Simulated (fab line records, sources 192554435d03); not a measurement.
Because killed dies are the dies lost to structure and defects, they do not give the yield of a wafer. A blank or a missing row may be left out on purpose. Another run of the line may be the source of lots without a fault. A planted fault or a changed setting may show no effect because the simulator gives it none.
Matching of chambers | flow n5_finfet | rie_diel-01 running N5_SDB_ETCH_17: 4 sister chambers
The step etches SiARC in CF4, target depth 23.4 nm, time 39 s. 14 wafers are shown with their chamber, then 7 later ones without.

## WAFERS, EACH WITH ITS CHAMBER
wafer  | chamber | drypump_motor_current_A (A) | showerhead_plenum_p_Torr (Torr) | etch_rf_on_time_s (s)
L076.2 | 3       | 6.0                         | 2.19                            | 39.3
L076.3 | 2       | 5.3                         | 2.25                            | 38.0
L076.6 | 2       | 5.3                         | 2.25                            | 38.0
L078.2 | 1       | 5.7                         | 2.11                            | 40.5
L078.3 | 0       | 6.3                         | 2.19                            | 38.7
L078.4 | 2       | 5.3                         | 2.24                            | 38.2
L085.2 | 3       | 6.0                         | 2.18                            | 39.5
L085.4 | 1       | 5.8                         | 2.10                            | 40.4
L085.5 | 1       | 5.8                         | 2.10                            | 40.5
L090.1 | 3       | 6.0                         | 2.18                            | 39.5
L090.3 | 1       | 5.7                         | 2.10                            | 40.2
L090.5 | 1       | 5.7                         | 2.10                            | 40.6
L094.3 | 0       | 6.3                         | 2.18                            | 38.5
L094.4 | 1       | 5.8                         | 2.10                            | 40.3

SIGNATURES, as means of the wafers listed above
reading                  | chamber 0 | chamber 1 | chamber 2 | chamber 3 | scatter within a chamber
drypump_motor_current_A  | 6.300     | 5.750     | 5.300     | 6.000     | 0.0387
showerhead_plenum_p_Torr | 2.1850    | 2.1017    | 2.2467    | 2.1833    | 0.00516
etch_rf_on_time_s        | 38.600    | 40.417    | 38.067    | 39.433    | 0.135
Rule: a wafer lies at a distance from a chamber equal to the root of the sum of squares, over the readings, of (its reading less the chamber's mean, divided by the reading's scatter). If the next closest chamber is less than 2 further off than the closest, the wafer can't be placed; otherwise it belongs to the closest. How the scatter is found: for the shown wafers, subtract from each reading the mean of its chamber, square and add these, divide the total by (wafers less chambers), then take the root.

## WAFERS MISSING THEIR CHAMBER
wafer  | drypump_motor_current_A (A) | showerhead_plenum_p_Torr (Torr) | etch_rf_on_time_s (s)
L094.6 | 5.8                         | 2.10                            | 40.2
L095.2 | 6.3                         | 2.18                            | 38.9
L095.5 | 6.0                         | 2.18                            | 39.5
L095.6 | 5.3                         | 2.23                            | 38.6
L097.2 | 5.7                         | 2.09                            | 40.7
L097.4 | 5.3                         | 2.23                            | 39.0
L097.6 | 5.8                         | 2.09                            | 40.4

## THE CHAMBER EACH PASSED THROUGH
wafer  | from the rows above | in truth
L094.6 | 1                   | 1
L095.2 | 0                   | 0
L095.5 | 3                   | 3
L095.6 | 2                   | 2
L097.2 | 1                   | 1
L097.4 | 2                   | 2
L097.6 | 1                   | 1
Correct placement for 7 of the 7. From these rows, 0 cannot be placed. Number placed wrongly: 0.
